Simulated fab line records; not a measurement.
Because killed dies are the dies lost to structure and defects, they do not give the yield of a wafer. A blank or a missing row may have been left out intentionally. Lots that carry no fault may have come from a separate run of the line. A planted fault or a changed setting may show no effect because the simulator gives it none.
Which tool was responsible? || flow n5Finfet || 24 lots, 72 wafers sampled, at 2 steps of a route of 1938

## WHAT EACH GAUGE READ, for each wafer
N5_BEOL_M1_OVL_MEAS_12.
{"lot": "L074", "measured": "day 6 07:20", "on": "overlay-01", "M1_OVL (nm)": "0.2 0.2 0.8"}
{"lot": "L075", "measured": "day 6 07:59", "on": "overlay-02", "M1_OVL (nm)": "0.4 0.1 -0.4"}
{"lot": "L076", "measured": "day 6 16:27", "on": "overlay-02", "M1_OVL (nm)": "-0.2 0.3 -0.2"}
{"lot": "L077", "measured": "day 6 20:09", "on": "overlay-02", "M1_OVL (nm)": "0.0 1.0 0.0"}
{"lot": "L078", "measured": "day 6 22:58", "on": "overlay-02", "M1_OVL (nm)": "1.1 1.3 1.1"}
{"lot": "L079", "measured": "day 7 15:29", "on": "overlay-02", "M1_OVL (nm)": "0.1 0.0 0.4"}
{"lot": "L080", "measured": "day 7 18:58", "on": "overlay-01", "M1_OVL (nm)": "1.5 1.1 1.0"}
{"lot": "L081", "measured": "day 7 22:04", "on": "overlay-02", "M1_OVL (nm)": "1.1 0.6 0.7"}
{"lot": "L082", "measured": "day 8 00:55", "on": "overlay-01", "M1_OVL (nm)": "-0.6 0.0 0.0"}
{"lot": "L083", "measured": "day 8 07:53", "on": "overlay-01", "M1_OVL (nm)": "-0.6 -0.2 -1.1"}
{"lot": "L084", "measured": "day 8 17:38", "on": "overlay-01", "M1_OVL (nm)": "0.1 0.0 0.5"}
{"lot": "L085", "measured": "day 8 21:11", "on": "overlay-01", "M1_OVL (nm)": "-0.7 0.9 0.3"}
{"lot": "L086", "measured": "day 9 02:48", "on": "overlay-01", "M1_OVL (nm)": "1.7 0.0 1.1"}
{"lot": "L087", "measured": "day 9 13:19", "on": "overlay-01", "M1_OVL (nm)": "1.0 0.8 0.1"}
{"lot": "L088", "measured": "day 9 13:37", "on": "overlay-01", "M1_OVL (nm)": "-0.6 -0.7 0.1"}
{"lot": "L089", "measured": "day 10 01:04", "on": "overlay-01", "M1_OVL (nm)": "0.8 -0.2 0.4"}
{"lot": "L090", "measured": "day 10 01:08", "on": "overlay-01", "M1_OVL (nm)": "0.2 0.8 0.5"}
{"lot": "L091", "measured": "day 10 09:02", "on": "overlay-02", "M1_OVL (nm)": "0.3 0.5 0.0"}
{"lot": "L092", "measured": "day 10 13:32", "on": "overlay-02", "M1_OVL (nm)": "0.6 0.5 0.3"}
{"lot": "L093", "measured": "day 10 19:13", "on": "overlay-02", "M1_OVL (nm)": "0.3 -0.3 0.3"}
{"lot": "L094", "measured": "day 11 00:02", "on": "overlay-02", "M1_OVL (nm)": "1.3 0.6 0.4"}
{"lot": "L095", "measured": "day 11 05:16", "on": "overlay-02", "M1_OVL (nm)": "0.2 0.1 0.8"}
{"lot": "L096", "measured": "day 11 16:41", "on": "overlay-01", "M1_OVL (nm)": "0.7 0.1 0.7"}
{"lot": "L097", "measured": "day 12 02:47", "on": "overlay-01", "M1_OVL (nm)": "1.0 0.9 -0.8"}

N5_BEOL_M1_CD_MEAS_28: target cd y 23.3 nm.
{"lot": "L074", "measured": "day 6 08:27", "on": "cdSem-03", "cdNm (nm)": "24.15 24.33 24.09"}
{"lot": "L075", "measured": "day 6 09:02", "on": "cdSem-03", "cdNm (nm)": "23.53 23.94 23.84"}
{"lot": "L076", "measured": "day 6 17:34", "on": "cdSem-01", "cdNm (nm)": "23.97 23.95 24.05"}
{"lot": "L077", "measured": "day 6 21:02", "on": "cdSem-02", "cdNm (nm)": "23.51 23.66 23.91"}
{"lot": "L078", "measured": "day 6 23:58", "on": "cdSem-02", "cdNm (nm)": "24.43 23.70 23.75"}
{"lot": "L079", "measured": "day 7 16:34", "on": "cdSem-01", "cdNm (nm)": "23.95 24.11 23.98"}
{"lot": "L080", "measured": "day 7 19:55", "on": "cdSem-01", "cdNm (nm)": "23.48 23.90 23.68"}
{"lot": "L081", "measured": "day 7 22:55", "on": "cdSem-03", "cdNm (nm)": "23.68 23.71 23.54"}
{"lot": "L082", "measured": "day 8 01:47", "on": "cdSem-03", "cdNm (nm)": "23.90 23.40 23.54"}
{"lot": "L083", "measured": "day 8 08:47", "on": "cdSem-03", "cdNm (nm)": "23.59 23.61 24.06"}
{"lot": "L084", "measured": "day 8 18:28", "on": "cdSem-01", "cdNm (nm)": "24.08 23.67 24.07"}
{"lot": "L085", "measured": "day 8 22:28", "on": "cdSem-02", "cdNm (nm)": "23.68 23.95 23.58"}
{"lot": "L086", "measured": "day 9 03:49", "on": "cdSem-02", "cdNm (nm)": "24.08 23.48 24.10"}
{"lot": "L087", "measured": "day 9 14:25", "on": "cdSem-02", "cdNm (nm)": "23.94 23.90 23.62"}
{"lot": "L088", "measured": "day 9 14:35", "on": "cdSem-03", "cdNm (nm)": "24.13 24.07 23.88"}
{"lot": "L089", "measured": "day 10 01:59", "on": "cdSem-01", "cdNm (nm)": "23.84 23.96 24.01"}
{"lot": "L090", "measured": "day 10 02:08", "on": "cdSem-03", "cdNm (nm)": "23.85 23.79 24.18"}
{"lot": "L091", "measured": "day 10 10:03", "on": "cdSem-01", "cdNm (nm)": "23.91 23.92 23.55"}
{"lot": "L092", "measured": "day 10 14:44", "on": "cdSem-01", "cdNm (nm)": "24.02 24.31 24.02"}
{"lot": "L093", "measured": "day 10 20:02", "on": "cdSem-02", "cdNm (nm)": "23.83 23.85 23.76"}
{"lot": "L094", "measured": "day 11 01:00", "on": "cdSem-01", "cdNm (nm)": "23.72 23.63 23.36"}
{"lot": "L095", "measured": "day 11 06:16", "on": "cdSem-01", "cdNm (nm)": "23.95 23.71 23.99"}
{"lot": "L096", "measured": "day 11 17:32", "on": "cdSem-02", "cdNm (nm)": "23.92 23.71 24.31"}
{"lot": "L097", "measured": "day 12 03:58", "on": "cdSem-02", "cdNm (nm)": "24.34 23.90 24.01"}

## TOOL THAT RAN EACH LOT (tool first, then ch and the chambers of the sampled wafers, then the start)
No process step before these readings appears in the record.

## WHAT THE TOOLS THEMSELVES READ (means of the sampled wafers that have a number; where no wafer has one, the mark that the record gives instead)
The record holds no such reading with a usual standard deviation.

## THE ANSWER, worked out from the rows above alone
Rule: the usual values come from the lots themselves. The widest of any qualifying gaps counts: lots, ordered by their means at a reading, are off when they make up no more than a third of the lots, leave a main group of 4 or more, and stand apart from it by 3 or more times the standard deviation of that group's means. A main group whose means are all the same, to the digits that the tables above print for the reading, isn't used. Also off: a lot with no number at a reading for which 4 or more lots have one. Any other lot the step has rows for is counted as sound. The gauges are gone through in route order, then the tools' own readings, and for those a lot's mean is taken as printed above. At the first step where some lot is off, the reading lying furthest off is the one used; lots without a number count as furthest.
No lot is off on any of the readings shown, so nothing can be concluded from this.

## WHAT THE SIMULATOR PUT IN
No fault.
